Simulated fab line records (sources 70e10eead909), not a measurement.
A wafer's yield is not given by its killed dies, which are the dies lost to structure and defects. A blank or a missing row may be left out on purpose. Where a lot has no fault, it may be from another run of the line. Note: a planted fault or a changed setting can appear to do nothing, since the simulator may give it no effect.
Matching of chambers | flow nand_harc | pecvd-01 running NHARC_P_M0_DEP_32: 3 sister chambers
The step deposits SiCN, target thk 30 nm. 18 wafers are shown with their chamber, then 9 later ones without.

== WAFERS PAIRED WITH THEIR CHAMBERS ==
wafer  | chamber | heater_power_w (W) | chamber_pressure_Torr (Torr)
L074.1 | 0       | 458                | 3.012
L074.3 | 1       | 476                | 2.990
L074.5 | 2       | 644                | 2.998
L078.2 | 2       | 734                | 2.989
L078.4 | 2       | 711                | 2.994
L078.6 | 1       | 522                | 2.982
L080.4 | 0       | 571                | 2.993
L080.5 | 1       | 480                | 3.014
L080.6 | 2       | 714                | 2.994
L084.1 | 1       | 504                | 2.995
L084.3 | 0       | 477                | 2.994
L084.5 | 0       | 482                | 3.006
L088.1 | 1       | 503                | 3.006
L088.2 | 0       | 552                | 2.993
L088.6 | 1       | 511                | 3.007
L089.1 | 1       | 551                | 2.993
L089.3 | 2       | 636                | 2.998
L089.4 | 2       | 654                | 3.004

SIGNATURES, as means of the wafers listed above
reading               | chamber 0 | chamber 1 | chamber 2 | scatter within a chamber
heater_power_w        | 508.00    | 506.71    | 682.17    | 39
chamber_pressure_Torr | 2.99960   | 2.99814   | 2.99617   | 0.00893
Rule: for a wafer and a chamber, the distance is found by dividing, reading by reading, the gap between the wafer's reading and the chamber's mean by the reading's scatter, squaring, summing and taking the root. The wafer belongs to the nearest chamber; if the next one is less than 2 further off, it can't be placed. How the scatter is found: for the shown wafers, subtract from each reading the mean of its chamber, square and add these, divide the total by (wafers less chambers), then take the root.

== WAFERS WHOSE CHAMBER IS MISSING ==
wafer  | heater_power_w (W) | chamber_pressure_Torr (Torr)
L091.1 | 556                | 3.011
L091.3 | 735                | 3.000
L091.4 | 546                | 2.998
L092.2 | 451                | 2.989
L092.3 | 570                | 2.994
L092.6 | 701                | 3.008
L093.2 | 543                | 3.006
L093.5 | 554                | 2.998
L093.6 | 549                | 2.986

== CHAMBER TAKEN BY EACH ==
wafer  | from the rows above          | in truth
L091.1 | can't be placed: 0 or 1 or 2 | 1
L091.3 | 2                            | 2
L091.4 | can't be placed: 0 or 1      | 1
L092.2 | can't be placed: 1 or 0      | 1
L092.3 | can't be placed: 1 or 0 or 2 | 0
L092.6 | 2                            | 2
L093.2 | can't be placed: 0 or 1      | 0
L093.5 | can't be placed: 0 or 1      | 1
L093.6 | can't be placed: 1 or 0 or 2 | 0
Placed correctly: 2 of 9. Unplaceable from these rows: 7, with the true chamber sitting among the candidates in 7. Number placed wrongly: 0.
